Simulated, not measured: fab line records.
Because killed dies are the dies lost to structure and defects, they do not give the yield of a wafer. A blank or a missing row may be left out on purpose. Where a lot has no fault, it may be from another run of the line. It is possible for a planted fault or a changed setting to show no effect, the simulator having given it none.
Matching of chambers | flow nand_harc | NHARC_A_SLIT_DESCUM_14 on rie_diel-11: 4 sister chambers
The step chemistry O2, time 3 s. 8 wafers are shown with their chamber, then 7 later ones without.

== WAFERS, EACH WITH ITS CHAMBER ==
wafer  | chamber | drypump_motor_current_A (A) | oes_product_au (a.u.)
L550.5 | 2       | 5.9                         | 0.987
L561.2 | 1       | 6.6                         | 1.007
L561.5 | 2       | 5.9                         | 0.994
L563.1 | 3       | 5.1                         | 0.992
L563.4 | 0       | 6.1                         | 0.997
L563.6 | 0       | 6.1                         | 0.991
L566.1 | 1       | 6.6                         | 1.008
L566.3 | 3       | 5.2                         | 0.996

== WAFERS MISSING THEIR CHAMBER ==
wafer  | drypump_motor_current_A (A) | oes_product_au (a.u.)
L566.4 | 6.0                         | 0.982
L567.2 | 5.9                         | 0.984
L567.4 | 5.1                         | 0.995
L567.5 | 6.6                         | 1.014
L569.2 | 5.1                         | 1.007
L569.3 | 6.0                         | 1.009
L569.5 | 6.0                         | 0.990

== WHICH CHAMBER EACH ONE RAN IN ==
wafer  | from the rows above     | in truth
L566.4 | can't be placed: 2 or 0 | 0
L567.2 | 2                       | 2
L567.4 | 3                       | 3
L567.5 | 1                       | 1
L569.2 | 3                       | 3
L569.3 | can't be placed: 0 or 2 | 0
L569.5 | can't be placed: 2 or 0 | 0
4 of 7 placed correctly. Not placeable from these rows: 3 (in 3, the candidates include the true chamber). 0 placed wrongly.
How it was worked out, from the rows above alone: a wafer's distance from a chamber is the root of the sum, over the readings, of the square of ((its reading less the chamber's mean) divided by the reading's scatter). If the next closest chamber is less than 2 further off than the closest, the wafer can't be placed; otherwise it belongs to the closest. The mean given for a chamber averages the wafers shown for that chamber. The scatter: take each reading less its chamber's mean, square it, sum over the shown wafers, divide by the number of wafers less the number of chambers, and take the root.
